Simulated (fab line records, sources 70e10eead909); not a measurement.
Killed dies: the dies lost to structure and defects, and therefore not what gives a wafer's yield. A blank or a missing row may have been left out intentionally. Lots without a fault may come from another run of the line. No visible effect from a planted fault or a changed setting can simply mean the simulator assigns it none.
fab line records	flow nand_harc
record lots=12	wafers=36	last_day=25
route steps=1159 shown A_SLIT@795 A_WL_FILL@815 END@1159
lots that met no fault: from a run of the same line without faults
start_h: the number of hours between the record's first day and the start of the first shown wafer of the lot	wait_h: hours since the lot's step before	" identical to the entry in the row above	L1.1+2: one row covering several wafers at once	- value missing, or start not given	* or withheld: withheld	< > ~ a bound
route shown NAME@n: names a module that has steps shown in the file, with the first one's number in the route	usual: average and standard deviation across the fault-free wafers	same: alike in all rows	chamber/n: place in a boat	sites: each site's reading	_std_site: their standard deviation	_edge_site: the outer-site mean with the inner-site mean subtracted	radius_mm: how far each site lies from the wafer's centre	mask NAME#n: copy n	behind: the tool/chamber that last shaped the wafer	hold: the reason the lot was held/the length of the hold in hours/how it ended	device: names the non-switching transistor (n, p or np)	end of line: the same wafers' tests at the end of the route	for a step that has no rows: nothing shown but its recipe	killed: dies that structure and defects cost at the first sort, which is not the same as the wafer's yield	map: a wafer's dies, x killed, . not, _ none there
set.NAME: the setting that was run; set.NAME@STEP: the one run at that earlier step	model.NAME: the simulator's own value behind a step, which no gauge read
a sample of lots followed through the steps of the route, with each step as a table and each wafer as a row
services: a tool's chamber out of use, with start hour (start_h, from the record's first day; less than 0 if before it), hours out, and reason
## steps
# step NHARC_A_SLIT_ETCH_15
# recipe target_depth_a=32000	over_etch_frac=0.3	time_s=832	ion_energy_ev=150	o2_flow_sccm=400	cos_flow_sccm=20	ar_flow_sccm=0	rf_w=500	bias_w=300	chemistry=O2/COS
# usual drypump_motor_current_A=5.6/0.36	oes_product_au=1.003/0.01	rf_vpp_V=314.7/2.1	showerhead_plenum_p_Torr=3.16/0.14	throttle_valve_pct=28.331/0.0084
lot.wafer	tool	chamber	start_h	wait_h	drypump_motor_current_A	oes_product_au	rf_hours_counter_h	rf_vpp_V	showerhead_plenum_p_Torr	throttle_valve_pct
L714.4	rie_diel-03	0	-	-	5.8	1.015	7	317.1	3.30	28.327
L714.1	"	1	"	"	6.0	1.004	6	315.5	3.26	28.323
L714.5	"	2	"	"	5.5	1.026	-	313.0	3.01	28.335
L715.2	rie_diel-09	2	-	-	5.0	1.009	5	315.3	3.18	28.330
L715.3	"	3	"	"	5.6	0.987	4	316.9	3.33	28.333
L715.5	"	0	"	"	5.3	1.004	-	315.8	3.25	28.341
L726.4	rie_diel-03	0	-	-	5.8	1.004	12	315.9	3.30	28.322
L726.2	"	2	"	"	5.5	0.998	12	312.9	3.01	28.343
L726.5	"	3	"	"	6.1	0.999	-	310.2	2.93	28.344
L727.2	rie_diel-10	3	-	-	6.3	1.016	2	313.0	3.02	28.326
L727.5	"	3	"	"	6.2	1.010	-	313.4	3.02	28.322
L727.4	"	2	"	"	5.6	1.011	-	315.7	3.34	28.332
L725.3	rie_diel-10	3	-	-	6.3	1.011	3	314.1	3.02	28.326
L725.4	"	1	"	"	5.3	1.006	3	313.4	3.16	28.356
L725.5	"	0	"	"	5.4	1.009	-	312.6	2.99	28.319
L730.2	rie_diel-09	1	-	-	5.9	1.000	12	314.9	3.17	28.326
L730.6	"	2	"	"	5.0	0.988	-	316.2	3.18	28.332
L730.5	"	3	"	"	5.6	0.994	-	317.3	3.33	28.323
L731.1	rie_diel-09	0	-	-	5.3	1.013	12	316.2	3.25	28.341
L731.6	"	0	"	"	5.3	1.006	-	316.1	3.25	28.336
L731.5	"	1	"	"	5.9	0.998	-	314.4	3.17	28.332
L733.1	rie_diel-03	0	-	-	5.8	1.015	2	316.4	3.30	28.344
L733.4	"	1	"	"	6.0	1.008	2	317.2	3.26	28.325
L733.6	"	3	"	"	6.0	1.012	-	311.1	2.92	28.335
L732.3	rie_diel-10	2	-	-	5.6	1.000	5	317.8	3.34	28.315
L732.2	"	3	"	"	6.3	1.011	5	311.5	3.01	28.330
L732.6	"	3	"	"	6.3	1.018	-	312.3	3.01	28.343
L735.2	rie_diel-10	1	-	-	5.2	1.006	6	314.5	3.16	28.318
L735.4	"	2	"	"	5.6	0.988	6	317.2	3.34	28.329
L735.1	"	0	"	"	5.4	0.999	5	312.3	2.99	28.337
L734.3	rie_diel-09	1	-	-	5.9	0.992	0	313.4	3.17	28.330
L734.6	"	3	"	"	5.5	0.995	-	319.0	3.33	28.330
L734.5	"	0	"	"	5.3	1.003	-	317.3	3.25	28.327
L736.3	rie_diel-09	0	-	-	5.3	1.018	3	316.2	3.25	28.319
L736.2	"	1	"	"	5.9	0.972	2	315.7	3.17	28.336
L736.4	"	2	"	"	5.0	1.003	-	315.4	3.18	28.326
# step NHARC_A_WL_FILL_ETCHBACK_05
# recipe target_depth_a=220	time_s=60	temp_c=40	chemistry=Cl2/BCl3
# usual chamber_pressure_mTorr=10.001/0.009	drypump_motor_current_A=5.9/0.36	oes_product_au=1.001/0.011
lot.wafer	tool	chamber	start_h	wait_h	chamber_pressure_mTorr	drypump_motor_current_A	oes_product_au	rf_hours_counter_h
L714.1	rie_metal-01	0	347.97	0.2	9.995	6.0	1.000	0.1
L714.4	"	1	"	"	10.005	5.5	1.021	-
L714.5	"	1	"	"	10.016	5.5	1.023	-
L715.2	rie_metal-03	1	350.06	0.2	10.000	6.0	0.991	2.0
L715.3	"	1	"	"	10.000	5.9	0.996	-
L715.5	"	1	"	"	9.993	6.0	1.005	-
L727.2	rie_metal-03	0	405.60	0.2	10.010	6.5	0.987	3.3
L727.4	"	1	"	"	9.999	5.9	1.018	-
L727.5	"	0	"	"	10.011	6.5	1.004	-
L726.2	rie_metal-01	1	406.09	0.2	9.996	5.6	1.014	1.7
L726.4	"	1	"	"	10.012	5.6	1.003	-
L726.5	"	0	"	"	10.011	6.0	1.000	-
L725.3	rie_metal-03	1	414.64	0.1	10.012	6.0	1.012	-
L725.4	"	0	"	"	9.991	6.5	0.991	-
L725.5	"	1	"	"	10.009	6.0	1.006	-
L730.2	rie_metal-03	0	429.69	0.2	9.996	6.5	0.987	4.3
L730.6	"	0	"	"	10.011	6.5	0.976	-
L730.5	"	1	"	"	10.001	5.9	0.990	-
L731.1	rie_metal-01	0	436.55	0.2	10.011	6.0	0.986	3.0
L731.5	"	0	"	"	9.987	6.1	0.994	-
L731.6	"	1	"	"	10.016	5.5	1.011	-
L733.1	rie_metal-01	1	454.42	0.2	10.008	5.5	1.010	3.0
L733.4	"	0	"	"	10.007	6.0	0.998	-
L733.6	"	0	"	"	9.994	6.0	1.001	-
L732.2	rie_metal-01	1	455.78	0.2	9.995	5.5	1.002	3.3
L732.3	"	1	"	"	10.000	5.5	1.018	-
L732.6	"	0	"	"	10.024	6.0	1.009	-
L735.2	rie_metal-01	0	458.95	0.2	9.996	6.0	1.011	4.0
L735.1	"	1	"	"	9.987	5.6	1.007	3.5
L735.4	"	1	"	"	10.005	5.6	1.018	-
L734.3	rie_metal-02	1	459.18	0.1	10.002	5.8	0.997	-
L734.6	"	0	"	"	9.994	5.1	1.005	-
L734.5	"	1	"	"	9.988	5.8	0.994	-
L736.2	rie_metal-03	0	487.53	0.2	9.989	6.5	1.010	0.5
L736.3	"	0	"	"	10.003	6.4	0.995	-
L736.4	"	1	"	"	9.982	5.9	1.004	-
# step NHARC_A_WL_FILL_ETCHBACK_16
# recipe target_depth_a=880	time_s=17.6	c4f8_flow_sccm=withheld	o2_flow_sccm=8	ar_flow_sccm=withheld	rf_w=600	bias_w=800	chemistry=C4F8/O2/Ar
# usual bias_w=799.9/2.5	chamber_pressure_mTorr=24.998/0.024	oes_product_au=0.98/0.035	rf_vpp_V=725/4.9
lot.wafer	tool	chamber	start_h	wait_h	bias_w	chamber_pressure_mTorr	oes_product_au	rf_hours_counter_h	rf_vpp_V
L714.4	rie_diel-12	0	359.37	-	800.3	25.003	0.92	9.8	728
L714.1	"	3	"	"	801.7	25.024	0.92	9.9	729
L714.5	"	1	"	"	797.6	25.036	0.94	-	716
L715.3	rie_diel-06	3	359.40	-	796.2	24.964	0.99	2.5	730
L715.2	"	2	"	"	797.5	25.007	0.96	2.5	729
L715.5	"	3	"	"	795.6	24.988	0.99	-	731
L727.4	rie_diel-07	3	418.35	-	-	-	-	-	-
L727.2	"	0	"	"	-	-	-	-	-
L727.5	"	0	"	"	-	-	-	-	-
L726.2	rie_diel-12	0	418.37	-	-	-	-	-	-
L726.4	"	1	"	"	-	-	-	-	-
L726.5	"	2	"	"	-	-	-	-	-
L725.3	rie_diel-12	1	427.73	-	-	-	-	-	-
L725.4	"	0	"	"	-	-	-	-	-
L725.5	"	1	"	"	-	-	-	-	-
L730.2	rie_diel-12	1	440.36	-	795.8	24.991	1.00	4.5	717
L730.6	"	2	"	"	799.6	25.005	1.00	-	729
L730.5	"	3	"	"	799.2	25.038	1.01	-	729
L731.1	rie_diel-07	2	450.04	-	802.3	24.993	1.01	1.2	718
L731.6	"	2	"	"	799.3	25.028	1.00	-	718
L731.5	"	3	"	"	798.1	24.988	1.00	-	721
L732.2	rie_diel-07	1	465.35	-	802.4	24.995	0.98	1.9	725
L732.3	"	2	"	"	800.5	25.026	0.96	1.8	718
L732.6	"	3	"	"	801.6	24.957	0.96	-	720
L733.4	rie_diel-06	0	465.38	-	800.4	24.924	0.99	1.1	718
L733.1	"	3	"	"	804.4	24.998	1.00	1.3	729
L733.6	"	0	"	"	803.5	24.969	1.00	-	718
L735.1	rie_diel-06	0	469.36	-	800.2	25.011	1.01	1.2	718
L735.2	"	1	"	"	798.8	24.993	1.02	1.2	730
L735.4	"	2	"	"	798.0	24.961	0.99	1.4	727
L734.3	rie_diel-12	1	469.89	-	798.0	24.973	1.01	5.5	717
L734.6	"	2	"	"	802.3	24.957	1.00	-	729
L734.5	"	3	"	"	802.6	25.014	1.00	-	728
L736.3	rie_diel-07	1	500.70	-	806.3	25.012	0.99	3.1	723
L736.2	"	2	"	"	799.3	25.026	1.00	3.0	718
L736.4	"	0	"	"	800.0	25.018	0.99	2.9	728
# step NHARC_A_WL_FILL_CVD_20
# recipe target_thk_a=750	temp_c=300	pressure_torr=40	wf6_flow_sccm=40	h2_flow_sccm=1600	ar_flow_sccm=1560	time_s=5064	material=W
# usual heater_power_w=506/50	throttle_valve_pct=8.3/0.33
lot.wafer	tool	chamber	start_h	wait_h	heater_power_w	throttle_valve_pct
L715.2	cvd_w-02	0	-	-	600	8.0
L715.3	"	0	"	"	609	7.9
L715.5	"	0	"	"	608	8.1
L714.1	cvd_w-01	0	-	-	435	8.2
L714.4	"	0	"	"	430	8.3
L714.5	"	0	"	"	431	8.4
L726.2	cvd_w-02	0	-	-	561	7.8
L726.4	"	1	"	"	485	8.6
L726.5	"	1	"	"	510	8.7
L727.2	cvd_w-01	1	-	-	515	8.1
L727.4	"	1	"	"	520	8.3
L727.5	"	0	"	"	444	8.6
L725.4	cvd_w-01	0	-	-	449	8.5
L725.3	"	1	"	"	527	8.1
L725.5	"	0	"	"	433	8.4
L730.2	cvd_w-01	0	-	-	439	8.4
L730.5	"	0	"	"	427	8.3
L730.6	"	1	"	"	533	8.0
L731.1	cvd_w-01	1	-	-	506	8.2
L731.5	"	0	"	"	437	8.4
L731.6	"	1	"	"	526	8.2
L732.2	cvd_w-02	1	-	-	500	8.8
L732.3	"	1	"	"	496	8.6
L732.6	"	1	"	"	501	8.7
L733.1	cvd_w-01	0	-	-	431	8.4
L733.4	"	0	"	"	436	8.4
L733.6	"	1	"	"	513	8.2
L735.1	cvd_w-02	0	-	-	585	7.9
L735.2	"	1	"	"	485	8.5
L735.4	"	0	"	"	570	7.9
L734.3	cvd_w-01	1	-	-	530	8.2
L734.6	"	1	"	"	533	7.9
L734.5	"	0	"	"	442	8.5
L736.2	cvd_w-02	0	-	-	561	8.1
L736.3	"	1	"	"	507	8.7
L736.4	"	0	"	"	590	7.8
# step NHARC_END_SORT_01
# recipe temp_c=25
# usual killed_at_array=25/9.2	killed_at_other=0.8/1.2	killed_at_periphery=3.9/2.6	killed_dies=30/9.7	killed_open=3.4/1.9	killed_short=2.0/1.4
# same gross_dies=677
lot.wafer	tool	chamber	start_h	wait_h	killed_at_array	killed_at_other	killed_at_periphery	killed_dies	killed_open	killed_short
L727.2	prober-01	0	508.24	2.8	677	0	0	677	5	2
L727.4	prober-01	0	509.82	3.4	675	0	2	677	1	3
L727.5	prober-01	0	510.61	3.7	677	0	0	677	3	4
L726.2	prober-02	0	508.28	2.8	674	0	3	677	4	2
L726.4	prober-02	0	509.88	3.4	673	1	3	677	2	1
L726.5	prober-02	0	510.69	3.7	669	2	6	677	5	2
L725.3	prober-01	0	516.79	3.1	674	0	3	677	5	1
L725.4	prober-01	0	517.59	3.4	671	0	6	677	2	2
L725.5	prober-01	0	518.40	3.7	669	1	7	677	3	3
# killed by level:class
L727.2 A_WL_FILL:area_etchback=650 A_SLIT:chamber_film_flake=10 A_STAIRCASE:chamber_film_flake=6 A_ONON_D1:geometric_particle:short=2 A_WL_FILL:geometric_particle:open=2 A_CONTACT:geometric_particle:open=2 A_CONTACT:chamber_film_flake=2 A_ONON_D1:geometric_particle:open=1
L726.2 A_WL_FILL:area_etchback=651 A_CHANNEL_HOLE_D1:chamber_film_flake=12 A_SGD_CUT:chamber_film_flake=3 A_CONTACT:chamber_film_flake=2 P_CONTACT:geometric_particle:short=1 P_CONTACT:geometric_particle:open=1 A_CHANNEL_FILL_D1:geometric_particle:short=1 A_WL_FILL:geometric_particle:open=1
L727.4 A_WL_FILL:area_etchback=644 A_SLIT:chamber_film_flake=10 A_STAIRCASE:chamber_film_flake=6 A_CONTACT:chamber_film_flake=6 A_CHANNEL_HOLE_D1:chamber_film_flake=4 A_ONON_D1:geometric_particle:short=2 A_WL_FILL:chamber_film_flake=2 P_M1:geometric_particle:open=1
L726.4 A_WL_FILL:area_etchback=655 A_CHANNEL_HOLE_D1:chamber_film_flake=9 A_SGD_CUT:chamber_film_flake=3 P_M0:chamber_film_flake=2 A_CONTACT:chamber_film_flake=2 P_M1:geometric_particle:open=1 A_CHANNEL_FILL_D1:geometric_particle:open=1 A_CONTACT:geometric_particle:short=1
L727.5 A_WL_FILL:area_etchback=647 A_SLIT:chamber_film_flake=9 A_CHANNEL_HOLE_D1:chamber_film_flake=6 A_STAIRCASE:chamber_film_flake=6 A_WL_FILL:geometric_particle:short=2 A_SOURCE_PLATE:geometric_particle:short=1 A_ONON_D1:geometric_particle:open=1 A_CHANNEL_FILL_D1:geometric_particle:short=1
L726.5 A_WL_FILL:area_etchback=655 A_CHANNEL_HOLE_D1:chamber_film_flake=6 A_CONTACT:chamber_film_flake=4 THIN_TSV:chamber_film_flake=2 P_GATE:geometric_particle:short=1 P_GATE:geometric_particle:open=1 P_CONTACT:geometric_particle:short=1 P_M2:geometric_particle:open=1
L725.3 A_WL_FILL:area_etchback=650 A_SLIT:chamber_film_flake=14 A_CONTACT:geometric_particle:open=3 A_CONTACT:chamber_film_flake=3 P_M0:geometric_particle:open=2 A_CHANNEL_HOLE_D1:chamber_film_flake=2 A_M1:geometric_particle:short=1 P_GATE:chamber_film_flake=1
L725.4 A_WL_FILL:area_etchback=647 A_SLIT:chamber_film_flake=11 A_CHANNEL_HOLE_D1:chamber_film_flake=4 A_CONTACT:chamber_film_flake=4 A_STAIRCASE:chamber_film_flake=3 P_ZERO_WELL:chamber_film_flake=2 P_GATE:chamber_film_flake=2 P_STI:geometric_particle:short=1
L725.5 A_WL_FILL:area_etchback=648 A_CONTACT:chamber_film_flake=7 A_CHANNEL_HOLE_D1:chamber_film_flake=5 A_SLIT:chamber_film_flake=5 P_ZERO_WELL:chamber_film_flake=2 P_GATE:chamber_film_flake=2 A_STAIRCASE:chamber_film_flake=2 P_GATE:geometric_particle:open=1
## services
tool	chamber	start_h	hours	kind
rie_diel-09	3	317.07	4.9	repair
rie_metal-03	0	323.49	5.8	repair
rie_metal-03	-	324.98	0.5	repair
rie_metal-01	-	332.00	9.0	pm
cvd_w-01	1	333.20	9.4	repair
rie_diel-09	2	336.39	7.4	repair
rie_diel-10	0	340.37	2.4	repair
cvd_w-02	1	340.53	10.6	repair
rie_diel-10	-	353.50	9.0	pm
rie_metal-01	-	354.16	2.7	repair
rie_metal-01	1	363.37	11.8	repair
rie_diel-09	-	369.84	0.8	repair
cvd_w-02	-	376.29	13.0	pm
rie_diel-12	-	379.40	9.0	pm
rie_diel-10	0	383.70	7.9	repair
rie_diel-07	-	405.20	9.0	pm
rie_diel-12	3	427.24	3.9	repair
rie_diel-09	-	431.43	9.0	pm
rie_diel-09	1	448.12	5.6	repair
rie_metal-03	-	453.00	9.0	pm
rie_diel-09	3	459.15	12.2	repair
cvd_w-01	-	480.87	13.0	pm
rie_diel-12	3	483.64	6.4	repair
rie_metal-01	-	509.00	9.0	pm
## key
first_sign step=NHARC_A_WL_FILL_ETCHBACK_16	reading=tool_record	direction=missing
effect step=NHARC_END_SORT_01	reading=killed_at_array	direction=up	sigmas=70	usual=25	struck=673
more_kills_born_at NHARC_A_WL_FILL_ETCHBACK_16@rie_diel-12=3906	NHARC_A_WL_FILL_ETCHBACK_16@rie_diel-07=1937
met_at NHARC_A_WL_FILL_ETCHBACK_16
struck_lots L725,L726,L727
later_rows_left_out L725.3,L725.4,L725.5,L726.2,L726.4,L726.5,L727.2,L727.4,L727.5
tester_left_out L725,L726,L727
not_acting_at NHARC_A_SLIT_ETCH_15,NHARC_A_WL_FILL_ETCHBACK_05,NHARC_A_WL_FILL_CVD_20
onset_between 359.37 418.35
fault kind=skipped_step_whole	tool=rie_diel-07,rie_diel-12	chamber=-	onset_h=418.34	steps=NHARC_A_WL_FILL_ETCHBACK_16	scope=struck_lots_only
# tester_left_out: of these lots the tester's yield and bins aren't shown, on N5 and GAA mostly nor the transistor test; their killed dies are dies lost to structure and defects alone, not to doping, threshold or leakage, so they don't give the yield
# later_rows_left_out: the simulator's readings of these wafers behind a module that went badly wrong aren't trusted and aren't shown, but for the sort
